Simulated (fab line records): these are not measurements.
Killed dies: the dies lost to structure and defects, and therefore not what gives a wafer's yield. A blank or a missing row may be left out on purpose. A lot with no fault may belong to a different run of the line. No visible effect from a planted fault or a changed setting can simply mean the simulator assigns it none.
A struck lot beside a sound one    flow n5-finfet    45 steps out of a route of 1938
Sound: the wafers L512.1, L512.2, L512.5. Struck: wafer L510.3 (left out: L510.5, L510.6 of the same lot, which were not struck); the cause appears at the end.
At each step with rows: each side's tool, then ch and its chambers, then its first start. Under that, the readings that differ: sound wafers    struck wafers    difference of the means    sigmas: that difference in standard deviations of wafers without a fault.
alike: readings with means less than 2 such deviations apart, plus words and numbers identical on both sides. not compared: withheld readings, readings lacking a value on some wafer, bounds such as >300 that could conceal the same value, and numbers that have no deviation in the record and whose values overlap.
Wherever a step has rows on one side only, a row that says differs or no value, or a row with sigmas, the two part there. Non-overlapping numbers with no deviation appear without sigmas and do not part them. A reading missing from all wafers of one side parts the sides only when that side holds two or more wafers.

first, 11 steps without rows for these wafers: N5_BEOL_M4_DESCUM_33 (chemistry O2, time 7 s); N5_BEOL_M4_ETCH_77 (etches underlayer in N2/H2, target depth 6.5 nm, time 5.2 s); N5_BEOL_M4_ETCH_69 (etches SiARC in CF4, target depth 15.6 nm, time 26 s); N5_BEOL_M4_ALD_98 (deposits SiO2, target thk 2.5 nm, pulse time 1 s, co reactant pulse time 1 s); N5_BEOL_M4_ETCHBACK_99 (etches SiO2 in CHF3, target depth 5 nm, time 10.4 s); N5_BEOL_M4_ETCH_70 (etches SOC in N2/H2, target depth 80 nm, overetch 24 nm, time 130 s); N5_BEOL_M4_STRIP_71 (strips in N2/H2); N5_BEOL_M4_STRIP_78 (strips in N2/H2); N5_BEOL_M4_VIA_ETCH_34 (etches the open film in C4F6/O2, target depth 69.4 nm, time 65.9 s); N5_BEOL_M4_STRIP_83 (strips in C4F6/O2); N5_BEOL_M4_STRIP_36 (strips in N2/H2).
N5_BEOL_M4_TRENCH_ETCH_37: etches SiOC in C4F6/O2, target depth 55.555 nm, time 29.2 s.
  sound on rie-diel-03 ch 1,3, day 11 20:52; struck on rie-diel-02 ch 0, day 11 17:22
reading                              sound              struck  difference  sigmas
model.etch.depth-nm (nm)             55.92 54.71 55.11  61.76   +6.51       
model.BEOL_M4.feature-depth-nm (nm)  56 54.8 55.2       61.8    +6.5        
  alike: bias-w, drypump-motor-current-A, oes-product-au, rf-vpp-V, showerhead-plenum-p-Torr, throttle-valve-pct
  not compared: rf-hours-counter-h
then, 2 steps without rows for these wafers: N5_BEOL_M4_ETCH_41 (etches SiCN in CH3F/O2, target depth 29.9 nm, time 52.5 s); N5_BEOL_M4_STRIP_97 (strips in N2/H2, time 10 s).
N5_BEOL_M4_OCD_MEAS_38:
  sound: ocd-02 at day 11 21:01; struck: ocd-01 at day 11 17:31
reading               sound           struck  difference  sigmas
trench-depth-nm (nm)  56.1 54.9 55.3  61.8    +6.4        +7
then, 25 steps without rows for these wafers: N5_BEOL_M4_HM_STRIP_39 (strips TiN in peroxide tin strip, target depth 25 nm, time 158 s); N5_BEOL_M4_SRD_40 (time 30 s); N5_BEOL_M4_PRECLEAN_42 (cleans in residue remover, time 60 s); N5_BEOL_M4_SRD_43 (time 30 s); N5_BEOL_M4_DEGAS_44 (time 60 s); N5_BEOL_M4_PRE_CLEAN_45 (time 30 s); N5_BEOL_M4_ALD_84 (deposits TaN, pulse time 2 s, purge time 3 s, co reactant purge time 2 s); N5_BEOL_M4_SURFACE_TREAT_85; N5_BEOL_M4_CVD_47 (deposits Co from CCTBA/H2, target thk 3 nm, time 223.8 s); N5_BEOL_M4_SPUTTER_48 (material Cu, target thk 4.5 nm, time 8.29 s); N5_BEOL_M4_ANNEAL_49 (time 240 s); N5_BEOL_M4_SPUTTER_79 (material Cu, target thk 4.5 nm, time 8.29 s); N5_BEOL_M4_ANNEAL_80 (time 240 s); N5_BEOL_M4_SPUTTER_81 (material Cu, target thk 4.5 nm, time 8.29 s); N5_BEOL_M4_ANNEAL_82 (time 240 s); N5_BEOL_M4_SPUTTER_86 (material Cu, target thk 4.5 nm, time 8.29 s); N5_BEOL_M4_ANNEAL_87 (time 240 s); N5_BEOL_M4_SPUTTER_88 (material Cu, target thk 4.5 nm, time 8.29 s); N5_BEOL_M4_ANNEAL_89 (time 240 s); N5_BEOL_M4_SPUTTER_90 (material Cu, target thk 4.5 nm, time 8.29 s); N5_BEOL_M4_ANNEAL_91 (time 240 s); N5_BEOL_M4_SPUTTER_92 (material Cu, target thk 4.5 nm, time 8.29 s); N5_BEOL_M4_ANNEAL_93 (time 240 s); N5_BEOL_M4_SPUTTER_94 (material Cu, target thk 4.5 nm, time 8.29 s); N5_BEOL_M4_ANNEAL_95 (time 240 s).
N5_BEOL_M4_CMP_52: polishes, stops on SiOC, t overpolish 6.8 s, target thk 40 nm.
  sound on cmp-04 ch 0,1,3, day 12 01:18; struck on cmp-01 ch 3, day 11 21:23
reading                                 sound              struck  difference  sigmas
slurry-filter-dp-kPa (kPa)              13.68 13.58 13.54  13.35   -0.25       -2
model.Cu_of_BEOL_M4_ECD_50.thk-nm (nm)  40.8 41.2 41.4     48      +7          
  alike: barrier-field-endpoint-s, motor-current-A, overpolish-run-s, platen-rpm, slurry-flow-ml-min, time-to-endpoint-s
N5_BEOL_M4_THK_MEAS_53: measures by xrf.
  sound: film-metro-01 at day 12 01:35; struck: film-metro-01 at day 11 21:34
reading      sound           struck  difference  sigmas
M4_THK (nm)  40.3 40.9 40.9  47.3    +6.6        +5
N5_BEOL_M4_RS_MEAS_58: measures by four-point-probe.
  sound: film-metro-01 at day 12 01:51; struck: film-metro-02 at day 11 21:50
reading         sound              struck  difference  sigmas
M4_RS (ohm/sq)  0.652 0.646 0.638  0.531   -0.114      -4
N5_BEOL_M4_RC_MEAS_101:
  sound on prober-01 ch 0, day 12 01:55; struck on prober-02 ch 0, day 11 22:11
  alike: DIBL_N, DIBL_P, IOFF_N, IOFF_P, ION_N, ION_P, SS_N, SS_P, VT_N, VT_P
N5_PASSIVATION_PROBE_49:
  the record has rows for the sound wafers here (prober-02, day 16 09:48) and none for the struck ones

## WHERE THEY PART
First at N5_BEOL_M4_OCD_MEAS_38; last, within this record, at N5_PASSIVATION_PROBE_49.

WHY: what the simulator had put in
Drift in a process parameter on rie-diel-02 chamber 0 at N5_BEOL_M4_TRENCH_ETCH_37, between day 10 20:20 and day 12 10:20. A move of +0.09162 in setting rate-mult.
